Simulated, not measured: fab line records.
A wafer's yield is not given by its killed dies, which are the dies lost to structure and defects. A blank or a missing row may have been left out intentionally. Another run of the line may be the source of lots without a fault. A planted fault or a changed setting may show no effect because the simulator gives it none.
Chamber matching || flow n5-finfet || rie-diel-03 running N5_BEOL_M9_STRIP_19: 4 sister chambers
The step strips in O2. 4 wafers are shown with their chamber, then 7 later ones without.

EACH WAFER AND ITS CHAMBER
{"wafer": "L079.6", "chamber": 1, "showerhead-plenum-p-Torr (Torr)": 2.00}
{"wafer": "L084.1", "chamber": 2, "showerhead-plenum-p-Torr (Torr)": 2.12}
{"wafer": "L084.5", "chamber": 0, "showerhead-plenum-p-Torr (Torr)": 2.18}
{"wafer": "L085.5", "chamber": 3, "showerhead-plenum-p-Torr (Torr)": 1.99}

WAFERS WITH NO CHAMBER GIVEN
{"wafer": "L085.6", "showerhead-plenum-p-Torr (Torr)": 2.12}
{"wafer": "L089.1", "showerhead-plenum-p-Torr (Torr)": 1.99}
{"wafer": "L089.3", "showerhead-plenum-p-Torr (Torr)": 2.17}
{"wafer": "L089.4", "showerhead-plenum-p-Torr (Torr)": 1.99}
{"wafer": "L092.2", "showerhead-plenum-p-Torr (Torr)": 2.12}
{"wafer": "L092.4", "showerhead-plenum-p-Torr (Torr)": 1.98}
{"wafer": "L092.6", "showerhead-plenum-p-Torr (Torr)": 1.98}

EACH ONE'S CHAMBER
{"wafer": "L085.6", "from the rows above": 2, "in truth": 2}
{"wafer": "L089.1", "from the rows above": "can't be placed: 3 or 1", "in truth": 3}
{"wafer": "L089.3", "from the rows above": 0, "in truth": 0}
{"wafer": "L089.4", "from the rows above": "can't be placed: 3 or 1", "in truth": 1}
{"wafer": "L092.2", "from the rows above": 2, "in truth": 2}
{"wafer": "L092.4", "from the rows above": "can't be placed: 3 or 1", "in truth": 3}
{"wafer": "L092.6", "from the rows above": "can't be placed: 3 or 1", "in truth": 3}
Correct placement for 3 of the 7. These rows do not allow placing 4 (true chamber among the candidates in 4). Number placed wrongly: 0.
How it was worked out, from the rows above alone: a wafer's distance from a chamber is the root of the sum, over the readings, of the square of ((its reading less the chamber's mean) divided by the reading's scatter). If the next closest chamber is less than 2 further off than the closest, the wafer can't be placed; otherwise it belongs to the closest. A chamber's mean is the mean of its shown wafers. The scatter: with one shown wafer a chamber, the root of the mean of the squares of how far each hidden wafer lies from its nearest shown one.
